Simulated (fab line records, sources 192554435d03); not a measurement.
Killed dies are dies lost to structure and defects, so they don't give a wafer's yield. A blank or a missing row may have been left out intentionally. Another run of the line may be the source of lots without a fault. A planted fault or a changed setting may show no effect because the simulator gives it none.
Split-lot trial    flow n5_finfet    route with 1938 steps; 7 lots, 21 wafers read

== ON THE SPLIT ==
At N5_BEOL_M2_COAT_62 (time 60 s, resist thk 12 nm), the setting spin_rpm was moved away from the recipe's 1500 rpm on 2 of the 21 wafers read, by -6.5% to +9.6%. The other wafers ran this setting at the recipe's value.

== FROM THE SPLIT ON TO THE READING: in between, the file shows 1 step ==
- N5_BEOL_M2_ETCH_74: etches underlayer in N2/H2, target depth 6.5 nm, time 5.2 s (also split here: source_w)

== THE READING ==
etch.depth_nm (the simulator's own value, which no gauge read), in nm, at N5_BEOL_M2_ETCH_63 (etches SiARC in CF4, target depth 15.6 nm, time 26 s). The file gives no usual value for it. The 19 wafers here that ran the recipe average 12.01 nm, standard deviation 0.025 nm.

wafer   tool, chamber at the split  spin_rpm as run, rpm  against the recipe  etch.depth_nm, nm  against lot-mates on the recipe
L076.2  litho_track-02, 0           1500                  recipe              11.98              -
L076.4  litho_track-02, 0           1500                  recipe              12.01              -
L076.5  litho_track-02, 0           1500                  recipe              11.96              -
L082.1  litho_track-05, 0           1500                  recipe              12.01              -
L082.3  litho_track-05, 0           1500                  recipe              12.01              -
L082.2  litho_track-05, 0           1500                  recipe              11.99              -
L086.2  litho_track-02, 0           1500                  recipe              12.02              -
L086.5  litho_track-02, 0           1500                  recipe              11.97              -
L086.6  litho_track-02, 0           1500                  recipe              12.03              -
L087.2  litho_track-05, 0           1500                  recipe              12                 -
L087.3  litho_track-05, 0           1500                  recipe              12.02              -
L087.6  litho_track-05, 0           1500                  recipe              12.01              -
L088.4  litho_track-02, 0           1402                  -6.5%               12.46              +0.41
L088.5  litho_track-02, 0           1500                  recipe              12.05              -
L088.6  litho_track-02, 0           1500                  recipe              12.05              -
L089.1  litho_track-02, 0           1500                  recipe              12                 -
L089.5  litho_track-02, 0           1500                  recipe              12.01              -
L089.6  litho_track-02, 0           1500                  recipe              12.05              -
L091.3  litho_track-02, 0           1500                  recipe              12                 -
L091.4  litho_track-02, 0           1500                  recipe              12.03              -
L091.5  litho_track-02, 0           1644                  +9.6%               11.47              -0.54

FIT RESULTS
A straight line over all 21 wafers: etch.depth_nm changes by -0.0604 nm for each +1% of spin_rpm; r = -0.98; the points scatter about the line by 0.029 nm.
The same after taking each lot's own level away (the mean of its wafers on the recipe; 21 wafers): -0.0587 nm for each +1%; r = -0.99; scatter 0.019 nm.
Per that fit: largest spin_rpm move, reading shift of 0.56 nm.
Measured against the standard deviation above, the lots' own levels, which go from 11.983 to 12.050 nm, span 2.7 times it.
The two slopes are in agreement: the lot-to-lot level therefore moves the slope only a little.
Check: with one of the wafers moved furthest among these (+9.6%) left out of the fit, the line predicts -0.602 nm for it against its lot-mates. Against them it came out at -0.545 nm.

== OTHER SPLITS APPLIED TO THESE WAFERS ==
These wafers also went through other splits before the reading. Each is held against what the fit with the lots' levels taken away leaves over:
other split on the same wafers         wafers away from the commonest value  r with etch.depth_nm (lot level and that fit taken away)
N5_GATE_CUT_ALD_22 ald_cycles          7                                     +0.02
N5_MOL_CONTACT_COAG_COAT_104 spin_rpm  8                                     +0.35
N5_MOL_CONTACT_COAG_ETCH_91 source_w   7                                     -0.19
N5_BEOL_M0_SAQP_ETCH_84 time_s         7                                     +0.06
N5_BEOL_M0_CUTY_DESCUM_61 time_s       6                                     -0.35
N5_BEOL_M0_ETCH_138 source_w           9                                     -0.12
N5_BEOL_M1_ILD_DEP_00 time_s           11                                    -0.19
N5_BEOL_M1_EXPOSE_08 dose_mj           7                                     +0.10
N5_BEOL_M2_ETCH_74 source_w            3                                     +0.03

== THE WHOLE CHAIN: every reading that the file lists as answering this split, in the file's order ==
step                what it does                                          reading                                                                           change (the file's fit)                 r (the file's)
N5_BEOL_M2_COAT_62  time 60 s, resist thk 12 nm                           SiARC_of_BEOL_M2_COAT_62.thk_nm (the simulator's own value, which no gauge read)  -0.0621 nm for each +1% of the setting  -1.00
N5_BEOL_M2_ETCH_63  etches SiARC in CF4, target depth 15.6 nm, time 26 s  etch.depth_nm (the simulator's own value, which no gauge read)                    -0.0586 nm for each +1% of the setting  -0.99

== FILE'S OWN FIT ==
etch.depth_nm changes by -0.0586 nm for each +1% of spin_rpm, r = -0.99.
